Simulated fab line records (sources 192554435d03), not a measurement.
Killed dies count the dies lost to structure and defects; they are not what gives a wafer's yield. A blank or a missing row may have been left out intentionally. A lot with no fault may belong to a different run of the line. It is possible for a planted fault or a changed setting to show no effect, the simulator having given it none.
Which of the tools did it?    flow n5_finfet    72 wafers from 24 lots sampled at 5 of the route's 1938 steps

== WHAT THE GAUGES SHOWED, per wafer ==
N5_SD_ACTIVATION_INSPECT_02: inspects for defects (darkfield). Usual: 191 for raw_defect_count, sd 40.
lot   measured     on                 raw_defect_count  flag
L074  day 3 13:28  defect_inspect-02  216 269 278       
L075  day 3 22:42  defect_inspect-01  192 240 152       
L076  day 3 22:04  defect_inspect-02  180 264 184       
L077  day 4 06:16  defect_inspect-02  176 145 179       
L078  day 5 01:58  defect_inspect-02  204 182 198       
L079  day 5 02:08  defect_inspect-01  191 168 146       
L080  day 5 02:20  defect_inspect-01  215 183 226       
L081  day 5 06:23  defect_inspect-02  152 193 180       
L082  day 5 09:22  defect_inspect-02  215 169 272       
L083  day 5 17:04  defect_inspect-01  194 202 238       
L084  day 6 00:17  defect_inspect-02  194 223 170       
L085  day 6 02:26  defect_inspect-01  228 175 198       
L086  day 6 18:51  defect_inspect-01  127 133 106       
L087  day 6 19:02  defect_inspect-02  218 237 256       
L088  day 6 23:16  defect_inspect-02  215 195 121       
L089  day 7 05:15  defect_inspect-01  183 150 250       
L090  day 7 10:54  defect_inspect-01  111 167 120       
L091  day 7 16:06  defect_inspect-01  141 198 172       
L092  day 7 21:45  defect_inspect-01  189 218 202       
L093  day 8 06:11  defect_inspect-02  265 236 236       
L094  day 8 12:56  defect_inspect-02  139 210 180       
L095  day 8 17:01  defect_inspect-01  201 244 204       
L096  day 9 04:52  defect_inspect-02  161 176 191       
L097  day 9 08:37  defect_inspect-02  181 186 245       

== TOOL THAT RAN EACH LOT (tool first, then ch and the chambers of the sampled wafers, then the start) ==
lot   N5_DUMMY_GATE_ETCH_31              N5_DUMMY_GATE_HM_OPEN_21           N5_SD_EPI_N_LINER_46              N5_SD_EPI_P_ETCH_36
L074  rie_diel-05 ch 1,2,3, day 3 02:43  rie_diel-05 ch 1,2,3, day 3 02:48  ald_sin-02 ch 0,1,2, day 3 08:14  rie_diel-06 ch 0,1,3, day 3 09:00
L075  rie_diel-06 ch 0,1, day 3 09:44    rie_diel-06 ch 0,1, day 3 09:49    ald_sin-01 ch 0,3, day 3 16:34    rie_diel-06 ch 0,1,2, day 3 17:20
L076  rie_diel-05 ch 2,3, day 3 10:38    rie_diel-05 ch 2,3, day 3 10:43    ald_sin-01 ch 0,1, day 3 16:47    rie_diel-05 ch 1,3, day 3 17:33
L077  rie_diel-06 ch 0,1, day 3 18:37    rie_diel-06 ch 0,1, day 3 18:42    ald_sin-02 ch 0,1,2, day 4 01:07  rie_diel-06 ch 0,1,3, day 4 01:39
L078  rie_diel-03 ch 0,2,3, day 3 22:38  rie_diel-03 ch 0,2,3, day 3 22:43  ald_sin-03 ch 0,2,3, day 4 04:53  rie_diel-03 ch 0,1,3, day 4 06:12
L079  rie_diel-05 ch 0,1, day 4 06:44    rie_diel-05 ch 0,1, day 4 06:49    ald_sin-01 ch 0,1,3, day 4 12:45  rie_diel-06 ch 0,1,2, day 4 13:23
L080  rie_diel-05 ch 1,2, day 4 14:49    rie_diel-05 ch 1,2, day 4 14:54    ald_sin-01 ch 0,1,2, day 4 20:25  rie_diel-05 ch 1,2, day 4 21:04
L081  rie_diel-05 ch 0,1,2, day 4 18:22  rie_diel-05 ch 0,1,2, day 4 18:27  ald_sin-01 ch 0,3, day 5 00:14    rie_diel-05 ch 2,3, day 5 01:01
L082  rie_diel-03 ch 1,3, day 4 22:33    rie_diel-03 ch 1,3, day 4 22:38    ald_sin-02 ch 0,1,3, day 5 04:05  rie_diel-03 ch 1,2, day 5 04:52
L083  rie_diel-05 ch 0,2, day 5 05:22    rie_diel-05 ch 0,2, day 5 05:27    ald_sin-01 ch 0,1, day 5 11:04    rie_diel-03 ch 1,2,3, day 5 11:42
L084  rie_diel-06 ch 0,1,2, day 5 10:12  rie_diel-06 ch 0,1,2, day 5 10:17  ald_sin-03 ch 1,2, day 5 18:19    rie_diel-06 ch 1,2,3, day 5 18:58
L085  rie_diel-05 ch 0,1,3, day 5 15:51  rie_diel-05 ch 0,1,3, day 5 15:56  ald_sin-01 ch 1,2,3, day 5 21:14  rie_diel-03 ch 1,2,3, day 5 22:00
L086  rie_diel-06 ch 2,3, day 6 03:49    rie_diel-06 ch 2,3, day 6 03:53    ald_sin-03 ch 0,1,2, day 6 09:55  rie_diel-06 ch 1,2,3, day 6 10:35
L087  rie_diel-06 ch 1,2, day 6 06:17    rie_diel-06 ch 1,2, day 6 06:23    ald_sin-01 ch 0,1,3, day 6 13:29  rie_diel-06 ch 1,2, day 6 14:07
L088  rie_diel-06 ch 1,2, day 6 12:31    rie_diel-06 ch 1,2, day 6 12:36    ald_sin-02 ch 0,1, day 6 18:02    rie_diel-03 ch 0,3, day 6 18:48
L089  rie_diel-03 ch 1,3, day 6 16:04    rie_diel-03 ch 1,3, day 6 16:09    ald_sin-01 ch 0,1,2, day 6 23:33  rie_diel-03 ch 1,2,3, day 7 00:35
L090  rie_diel-05 ch 0,1,3, day 6 23:05  rie_diel-05 ch 0,1,3, day 6 23:11  ald_sin-02 ch 0,1,2, day 7 05:39  rie_diel-03 ch 0,1,3, day 7 06:26
L091  rie_diel-06 ch 0,3, day 7 04:53    rie_diel-06 ch 0,3, day 7 04:58    ald_sin-02 ch 0,1,2, day 7 10:59  rie_diel-03 ch 1,2, day 7 11:39
L092  rie_diel-05 ch 0,3, day 7 09:52    rie_diel-05 ch 0,3, day 7 09:57    ald_sin-03 ch 0,1,3, day 7 15:52  rie_diel-06 ch 1,2,3, day 7 17:08
L093  rie_diel-06 ch 0,2,3, day 7 16:29  rie_diel-06 ch 0,2,3, day 7 16:35  ald_sin-01 ch 1,2,3, day 7 22:55  rie_diel-06 ch 0,2, day 7 23:41
L094  rie_diel-06 ch 0,2,3, day 8 01:29  rie_diel-06 ch 0,2,3, day 8 01:34  ald_sin-01 ch 0,1,3, day 8 06:52  rie_diel-03 ch 0,1,3, day 8 07:38
L095  rie_diel-03 ch 1,2, day 8 06:05    rie_diel-03 ch 1,2, day 8 06:10    ald_sin-02 ch 0,3, day 8 11:55    rie_diel-05 ch 1,2, day 8 12:34
L096  rie_diel-03 ch 1,2, day 8 17:14    rie_diel-03 ch 1,2, day 8 17:19    ald_sin-03 ch 0,1,3, day 8 23:38  rie_diel-06 ch 0,1,2, day 9 00:26
L097  rie_diel-06 ch 0,1,2, day 8 21:40  rie_diel-06 ch 0,1,2, day 8 21:46  ald_sin-02 ch 1,2, day 9 03:31    rie_diel-05 ch 0,1,3, day 9 04:11
- N5_DUMMY_GATE_ETCH_31: etches SiO2 in C4F6/O2, target depth 82.5 nm, time 27.5 s.
- N5_DUMMY_GATE_HM_OPEN_21: chemistry CH3F/O2, target SiNx, target depth 120 nm, time 171.4 s.
- N5_SD_EPI_N_LINER_46: material SiNx, target thk 3 nm.
- N5_SD_EPI_P_ETCH_36: etches SiARC in CF4, target depth 45.5 nm, time 75.8 s.

== AS READ BY THE TOOLS THEMSELVES (means over the sampled wafers that have a number; for cases with no such wafer, the mark the record gives instead) ==
N5_DUMMY_GATE_ETCH_31. Usual: drypump_motor_current_A 5.4 A, standard deviation 0.36; oes_product_au 0.77 a.u., standard deviation 0.075; rf_vpp_V 665 V, standard deviation 7.2; showerhead_plenum_p_Torr 2.84 Torr, standard deviation 0.064; throttle_valve_pct 21.22 %, standard deviation 0.22.
lot   tool         drypump_motor_current_A (A)  oes_product_au (a.u.)  rf_vpp_V (V)  showerhead_plenum_p_Torr (Torr)  throttle_valve_pct (%)  flag
L074  rie_diel-05  5.4                          0.88                   673           2.86                             21.08                   
L075  rie_diel-06  5.5                          0.73                   660           2.80                             21.34                   
L076  rie_diel-05  5.7                          0.84                   669           2.88                             21.27                   
L077  rie_diel-06  5.6                          0.71                   659           2.76                             21.34                   
L078  rie_diel-03  5.8                          0.74                   662           2.88                             21.16                   
L079  rie_diel-05  4.9                          0.78                   663           2.82                             21.23                   
L080  rie_diel-05  5.2                          0.89                   669           2.82                             21.08                   
L081  rie_diel-05  5.2                          0.82                   664           2.83                             21.26                   
L082  rie_diel-03  5.2                          0.82                   665           2.88                             21.12                   
L083  rie_diel-05  5.2                          0.76                   660           2.85                             21.43                   
L084  rie_diel-06  5.6                          0.74                   661           2.81                             21.31                   
L085  rie_diel-05  5.1                          0.79                   670           2.83                             21.08                   
L086  rie_diel-06  5.3                          0.73                   663           2.83                             21.36                   
L087  rie_diel-06  5.8                          0.72                   661           2.76                             21.30                   
L088  rie_diel-06  5.8                          0.72                   661           2.76                             21.30                   
L089  rie_diel-03  5.4                          0.78                   661           2.86                             21.29                   
L090  rie_diel-05  5.1                          0.78                   671           2.83                             21.09                   
L091  rie_diel-06  5.2                          0.70                   661           2.81                             21.43                   
L092  rie_diel-05  5.1                          0.72                   666           2.84                             21.28                   
L093  rie_diel-06  5.5                          0.73                   662           2.84                             21.36                   
L094  rie_diel-06  5.5                          0.73                   661           2.83                             21.38                   
L095  rie_diel-03  5.5                          0.74                   668           2.92                             20.94                   
L096  rie_diel-03  5.5                          0.73                   669           2.92                             20.94                   
L097  rie_diel-06  5.7                          0.82                   665           2.91                             21.23                   

N5_DUMMY_GATE_HM_OPEN_21. Usual: CH3F_flow_sccm 30.01 sccm, standard deviation 0.099; drypump_motor_current_A 5.4 A, standard deviation 0.36; oes_product_au 0.77 a.u., standard deviation 0.074; rf_vpp_V 299 V, standard deviation 3.1; showerhead_plenum_p_Torr 2.02 Torr, standard deviation 0.048; throttle_valve_pct 16.52 %, standard deviation 0.23.
lot   tool         CH3F_flow_sccm (sccm)  drypump_motor_current_A (A)  oes_product_au (a.u.)  rf_vpp_V (V)  showerhead_plenum_p_Torr (Torr)  throttle_valve_pct (%)  flag
L074  rie_diel-05  30.10                  5.4                          0.87                   302           2.03                             16.34                   
L075  rie_diel-06  30.08                  5.5                          0.72                   296           1.99                             16.65                   
L076  rie_diel-05  29.94                  5.7                          0.84                   301           2.05                             16.53                   
L077  rie_diel-06  30.05                  5.6                          0.71                   296           1.95                             16.65                   
L078  rie_diel-03  30.01                  5.8                          0.73                   297           2.04                             16.47                   
L079  rie_diel-05  29.99                  4.9                          0.78                   298           2.00                             16.54                   
L080  rie_diel-05  30.06                  5.2                          0.89                   301           2.00                             16.34                   
L081  rie_diel-05  29.99                  5.2                          0.82                   298           2.01                             16.53                   
L082  rie_diel-03  29.95                  5.2                          0.82                   300           2.04                             16.38                   
L083  rie_diel-05  29.98                  5.2                          0.76                   297           2.02                             16.72                   
L084  rie_diel-06  30.07                  5.6                          0.74                   297           1.99                             16.61                   
L085  rie_diel-05  30.01                  5.1                          0.79                   302           2.01                             16.39                   
L086  rie_diel-06  30.06                  5.4                          0.74                   298           2.01                             16.68                   
L087  rie_diel-06  29.96                  5.7                          0.73                   298           1.96                             16.61                   
L088  rie_diel-06  30.10                  5.7                          0.72                   297           1.96                             16.61                   
L089  rie_diel-03  29.94                  5.3                          0.78                   298           2.03                             16.55                   
L090  rie_diel-05  30.03                  5.1                          0.78                   301           2.01                             16.40                   
L091  rie_diel-06  29.89                  5.3                          0.71                   298           2.00                             16.76                   
L092  rie_diel-05  29.89                  5.1                          0.72                   299           2.01                             16.59                   
L093  rie_diel-06  29.99                  5.5                          0.74                   298           2.01                             16.68                   
L094  rie_diel-06  29.93                  5.4                          0.73                   298           2.01                             16.68                   
L095  rie_diel-03  30.02                  5.5                          0.74                   301           2.08                             16.27                   
L096  rie_diel-03  30.06                  5.5                          0.75                   301           2.08                             16.29                   
L097  rie_diel-06  30.03                  5.6                          0.82                   300           2.07                             16.51                   

N5_SD_EPI_N_LINER_46. Usual: 869 W for heater_power_w, sd 72.
lot   tool        heater_power_w (W)  flag
L074  ald_sin-02  860                 
L075  ald_sin-01  915                 
L076  ald_sin-01  911                 
L077  ald_sin-02  852                 
L078  ald_sin-03  816                 
L079  ald_sin-01  916                 
L080  ald_sin-01  924                 
L081  ald_sin-01  920                 
L082  ald_sin-02  808                 
L083  ald_sin-01  928                 
L084  ald_sin-03  851                 
L085  ald_sin-01  921                 
L086  ald_sin-03  824                 
L087  ald_sin-01  921                 
L088  ald_sin-02  880                 
L089  ald_sin-01  918                 
L090  ald_sin-02  876                 
L091  ald_sin-02  883                 
L092  ald_sin-03  784                 
L093  ald_sin-01  924                 
L094  ald_sin-01  913                 
L095  ald_sin-02  807                 
L096  ald_sin-03  798                 
L097  ald_sin-02  881                 

N5_SD_EPI_P_ETCH_36. Usual: drypump_motor_current_A 5.5 A, standard deviation 0.38; etch_rf_on_time_s 75.7 s, standard deviation 1.3; oes_product_au 0.66 a.u., standard deviation 0.068; rf_vpp_V 184.0 V, standard deviation 1.1; showerhead_plenum_p_Torr 2.14 Torr, standard deviation 0.051; throttle_valve_pct 15.63 %, standard deviation 0.24.
lot   tool         drypump_motor_current_A (A)  etch_rf_on_time_s (s)  oes_product_au (a.u.)  rf_vpp_V (V)  showerhead_plenum_p_Torr (Torr)  throttle_valve_pct (%)  flag
L074  rie_diel-06  5.4                          76.0                   0.62                   182.9         2.10                             15.82                   
L075  rie_diel-06  5.6                          75.9                   0.65                   183.4         2.12                             15.71                   
L076  rie_diel-05  5.2                          76.0                   0.72                   183.9         2.14                             15.30                   
L077  rie_diel-06  5.4                          75.9                   0.62                   183.2         2.10                             15.82                   
L078  rie_diel-03  5.6                          74.6                   0.67                   183.6         2.14                             15.61                   
L079  rie_diel-06  5.7                          76.3                   0.65                   183.5         2.11                             15.72                   
L080  rie_diel-05  5.5                          75.1                   0.74                   183.7         2.14                             15.67                   
L081  rie_diel-05  5.5                          76.8                   0.69                   183.7         2.16                             15.52                   
L082  rie_diel-03  5.3                          76.0                   0.69                   186.0         2.19                             15.36                   
L083  rie_diel-03  5.4                          75.2                   0.67                   184.7         2.18                             15.54                   
L084  rie_diel-06  5.6                          75.5                   0.63                   183.6         2.10                             15.78                   
L085  rie_diel-03  5.4                          75.3                   0.67                   184.8         2.18                             15.54                   
L086  rie_diel-06  5.5                          75.2                   0.63                   183.6         2.10                             15.79                   
L087  rie_diel-06  5.7                          75.8                   0.62                   182.7         2.08                             15.77                   
L088  rie_diel-03  5.9                          74.3                   0.78                   183.8         2.12                             15.43                   
L089  rie_diel-03  5.5                          75.8                   0.66                   185.0         2.18                             15.56                   
L090  rie_diel-03  5.6                          74.8                   0.73                   184.0         2.14                             15.50                   
L091  rie_diel-03  5.5                          76.5                   0.64                   184.8         2.20                             15.42                   
L092  rie_diel-06  5.6                          76.8                   0.61                   183.0         2.10                             15.81                   
L093  rie_diel-06  5.7                          75.8                   0.65                   183.9         2.15                             15.73                   
L094  rie_diel-03  5.6                          75.6                   0.71                   184.1         2.14                             15.49                   
L095  rie_diel-05  5.2                          75.6                   0.73                   184.4         2.11                             15.52                   
L096  rie_diel-06  5.6                          76.4                   0.69                   184.4         2.19                             15.63                   
L097  rie_diel-05  5.1                          77.0                   0.66                   184.0         2.12                             15.56                   

== THE ANSWER, worked out from the rows above alone ==
Rule: lot off if the mean of its wafers having a number is beyond 3 standard deviations from the usual mean. Also off: a lot with no number at a reading for which 4 or more lots have one. All remaining lots with rows at the step are treated as sound. The gauges are gone through in route order, then the tools' own readings, and for those a lot's mean is taken as printed above. At the first step where some lot is off, the reading lying furthest off is the one used; lots without a number count as furthest.
No lot is off on any of the readings shown, so nothing can be concluded from this.

== WHAT THE SIMULATOR HAD PUT IN ==
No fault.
